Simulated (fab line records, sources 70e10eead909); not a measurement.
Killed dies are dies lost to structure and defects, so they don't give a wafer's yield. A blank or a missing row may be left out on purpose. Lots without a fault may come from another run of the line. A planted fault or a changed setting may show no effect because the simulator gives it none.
fab line records | flow nand_harc
record lots=6 wafers=18 last_day=23
route steps=1159 shown A_STAIRCASE@701
lots that met no fault: from a run of the same line without faults
start_h: hours from the record's first day to the start of the lot's first wafer shown | wait_h: hours since the lot's step before | " the same as in the row above | L1.1+2: a row that stands for several wafers | - no value, or no start given | * or withheld: withheld | < > ~ a bound
route shown NAME@n: a module of which the file shows steps, and the number in the route of the first | usual: mean/standard deviation of fault-free wafers | same: alike in all rows | chamber/n: place in a boat | sites: the reading at each site | _std_site: their standard deviation | _edge_site: outer sites' mean less inner sites' | radius_mm: how far each site lies from the wafer's centre | mask NAME#n: copy n | behind: the tool/chamber that last shaped the wafer | hold: why the lot was held/for how many hours/how that ended | device: the transistor (n, p or np) that didn't switch | end of line: the same wafers' tests at the end of the route | a step without rows: its recipe alone | killed: dies lost to structure and defects at the first sort, not the wafer's yield | map: a wafer's dies, x killed, . not, _ none there
set.NAME: the setting as run; set.NAME@STEP: as run at that earlier step | model.NAME: the simulator's own value behind a step, which no gauge read
lots at some steps of the route; a table a step, a row a wafer
services: from which hour (start_h, from the record's first day; less than 0 if before it) a tool's chamber was out of use, for how many hours, and why
## steps
# step NHARC_A_STAIRCASE_DEP_417
# recipe target_thk_a=600 step_coverage_pct=20 temp_c=400 target_thk_nm=60 flow_sccm=200 rf_w=450 material=Si3N4
# usual heater_power_w=711/110 rf_fwd_power_W=449.2/1.2
# columns lot.wafer tool chamber start_h wait_h heater_power_w rf_fwd_power_W
L293.2 pecvd-03 2 270.43 - 817 447.6
L293.3 " 1 " " 663 449.3
L293.6 " 1 " " 684 450.3
L299.1 pecvd-01 0 309.50 - 744 448.4
L299.3 " 1 " " 597 449.8
L299.4 " 2 " " 531 448.1
L302.1 pecvd-01 2 321.08 - 495 447.6
L302.5 " 2 " " 498 448.5
L302.6 " 1 " " 734 449.7
L305.3 pecvd-01 0 340.60 - 802 449.0
L305.1 " 2 " " 494 448.9
L305.6 " 2 " " 500 448.5
L307.2 pecvd-04 2 358.63 - 592 449.5
L307.3 " 1 " " 729 451.4
L307.4 " 1 " " 742 446.5
L312.2 pecvd-03 2 374.67 - 767 448.8
L312.3 " 1 " " 719 451.5
L312.5 " 1 " " 731 449.3
# step NHARC_A_STAIRCASE_WET_418
# recipe temp_c=160 target_depth_a=200 chemistry=H3PO4
# step NHARC_A_STAIRCASE_PRECLEAN_419
# recipe time_s=* temp_c=50 bath_age_min=0 chemistry=SC1
# step NHARC_A_STAIRCASE_SRD_421
# step NHARC_A_STAIRCASE_ALD_420
# recipe target_thk_a=200 pulse_time_s=6 ald_cycles=200 temp_c=300 material=SiO2
# usual heater_power_w=451/38 precursor_pulse_height_rel=1.001/0.019
# columns lot.wafer tool chamber start_h wait_h heater_power_w precursor_pulse_height_rel
L293.2 ald_hk-02 0 277.87 - 341 0.974
L293.3 " 1 " " 468 1.011
L293.6 " 1 " " 485 1.030
L299.4 ald_hk-02 0 311.05 - 358 1.012
L299.1 " 1 " " 486 1.002
L299.3 " 2 " " 437 1.016
L302.1 ald_hk-01 1 325.32 - 448 1.004
L302.5 " 2 " " 423 0.954
L302.6 " 3 " " 472 0.998
L305.1 ald_hk-01 2 344.69 - 433 0.985
L305.3 " 3 " " 495 0.985
L305.6 " 1 " " 455 0.998
L307.3 ald_hk-02 1 362.40 - 485 1.010
L307.2 " 2 " " 440 1.000
L307.4 " 0 " " 370 0.972
L312.2 ald_hk-03 2 379.00 - 466 1.000
L312.3 " 3 " " 494 0.995
L312.5 " 2 " " 463 0.978
# step NHARC_A_STAIRCASE_CVD_552
# recipe target_thk_a=400 temp_c=700 pressure_mtorr=300 material=SiNx
# step NHARC_A_STAIRCASE_DEP_151
# recipe target_thk_a=38000 temp_c=400 target_thk_nm=3800 teos_flow_sccm=200 rf_w=500 material=SiO2
# usual heater_power_w=657/100 rf_fwd_power_W=499.5/1.3
# columns lot.wafer tool chamber start_h wait_h heater_power_w rf_fwd_power_W
L293.3 pecvd-04 2 286.16 0.4 543 498.5
L293.2 " 1 " " 790 499.6
L293.6 " 0 " " 634 499.2
L299.1 pecvd-04 0 319.21 0.5 703 499.2
L299.3 " 1 " " 693 500.2
L299.4 " 1 " " 676 501.3
L302.1 pecvd-03 0 333.22 0.5 858 498.6
L302.6 " 2 " " 675 498.8
L302.5 " 1 " " 602 498.0
L305.1 pecvd-04 0 349.72 0.4 706 498.0
L305.3 " 2 " " 641 502.4
L305.6 " 0 " " 622 501.6
L307.2 pecvd-01 2 370.64 0.4 516 501.1
L307.3 " 1 " " 669 500.0
L307.4 " 1 " " 581 499.7
L312.2 pecvd-01 0 388.01 1.3 770 500.6
L312.3 " 1 " " 644 500.5
L312.5 " 1 " " 568 500.7
# step NHARC_A_STAIRCASE_ANNEAL_320
# recipe temp_c=750 time_s=1800
# step NHARC_A_STAIRCASE_DEP_322
# recipe target_thk_a=38000 temp_c=400 target_thk_nm=3800 teos_flow_sccm=200 rf_w=500 material=SiO2
# usual heater_power_w=683/110 rf_fwd_power_W=499.4/1.6
# columns lot.wafer tool chamber start_h wait_h heater_power_w rf_fwd_power_W
L293.2 pecvd-04 2 293.61 0.2 555 500.7
L293.3 " 0 " " 758 498.5
L293.6 " 0 " " 626 498.4
L299.3 pecvd-03 0 327.97 0.1 892 499.5
L299.1 " 2 " " 813 502.7
L299.4 " 0 " " 770 500.4
L302.1 pecvd-03 0 340.27 0.2 809 502.9
L302.5 " 0 " " 769 501.5
L302.6 " 1 " " 605 498.8
L305.3 pecvd-03 1 357.79 0.3 716 499.9
L305.1 " 0 " " 855 497.8
L305.6 " 0 " " 775 500.7
L307.3 pecvd-03 1 378.93 0.4 765 498.7
L307.2 " 2 " " 837 501.2
L307.4 " 0 " " 770 499.2
L312.3 pecvd-01 1 396.73 0.1 711 498.3
L312.2 " 0 " " 652 498.0
L312.5 " 1 " " 561 496.6
# step NHARC_A_STAIRCASE_ANNEAL_323
# recipe temp_c=750 time_s=1800
# step NHARC_A_STAIRCASE_DEP_325
# recipe target_thk_a=38000 temp_c=400 target_thk_nm=3800 teos_flow_sccm=200 rf_w=500 material=SiO2
# usual heater_power_w=665/110 rf_fwd_power_W=499.4/1.5
# columns lot.wafer tool chamber start_h wait_h heater_power_w rf_fwd_power_W
L293.3 pecvd-04 0 302.21 0.2 759 498.7
L293.2 " 1 " " 823 499.4
L293.6 " 2 " " 542 499.2
L299.3 pecvd-01 1 335.93 0.1 711 501.8
L299.1 " 0 " " 706 499.6
L299.4 " 2 " " 455 498.3
L302.1 pecvd-04 2 349.15 0.2 664 499.0
L302.6 " 1 " " 604 699.8
L302.5 " 2 " " 551 500.2
L305.1 pecvd-04 1 365.49 0.1 765 697.6
L305.3 " 2 " " 558 498.0
L305.6 " 0 " " 635 498.9
L307.2 pecvd-01 1 386.77 0.2 600 498.6
L307.3 " 0 " " 694 500.1
L307.4 " 1 " " 570 499.7
L312.3 pecvd-03 1 405.59 0.1 752 500.3
L312.2 " 0 " " 905 500.2
L312.5 " 0 " " 753 498.7
# step NHARC_A_STAIRCASE_ANNEAL_326
# recipe temp_c=750 time_s=1800
## services
# columns tool chamber start_h hours kind
pecvd-01 0 250.14 - clean
pecvd-01 1 250.14 - clean
pecvd-01 2 250.14 - clean
ald_hk-02 - 271.67 0.5 repair
ald_hk-02 0 283.06 10.0 vent_cycle
ald_hk-02 1 283.06 10.0 vent_cycle
pecvd-03 - 292.08 13.0 pm
pecvd-03 0 292.08 13.0 vent_cycle
pecvd-03 1 292.08 13.0 vent_cycle
pecvd-03 2 292.08 13.0 vent_cycle
ald_hk-02 0 293.06 - clean
ald_hk-02 1 293.06 - clean
pecvd-03 0 305.08 - clean
pecvd-03 1 305.08 - clean
pecvd-03 2 305.08 - clean
pecvd-04 - 308.46 0.4 repair
ald_hk-03 - 322.18 10.0 pm
pecvd-04 - 376.00 13.0 pm
pecvd-04 0 376.00 13.0 vent_cycle
pecvd-04 1 376.00 13.0 vent_cycle
pecvd-04 2 376.00 13.0 vent_cycle
pecvd-04 0 389.00 - clean
pecvd-04 1 389.00 - clean
pecvd-04 2 389.00 - clean
## key
first_sign step=NHARC_A_STAIRCASE_DEP_325 reading=rf_fwd_power_W direction=up sigmas=99+ usual=* struck=*
effect none on later readings
met_at NHARC_A_STAIRCASE_DEP_325
struck_wafers L302.6,L305.1
tester_left_out L302,L305
onset_between 302.21 349.15
fault kind=process_parameter_drift tool=pecvd-04 chamber=1 onset_h=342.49 steps=NHARC_A_STAIRCASE_DEP_325 channel=rf_w offset=* shape=step end_h=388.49 acts_in=* stated=*
# tester_left_out: of these lots the tester's yield and bins aren't shown, on N5 and GAA mostly nor the transistor test; their killed dies are dies lost to structure and defects alone, not to doping, threshold or leakage, so they don't give the yield
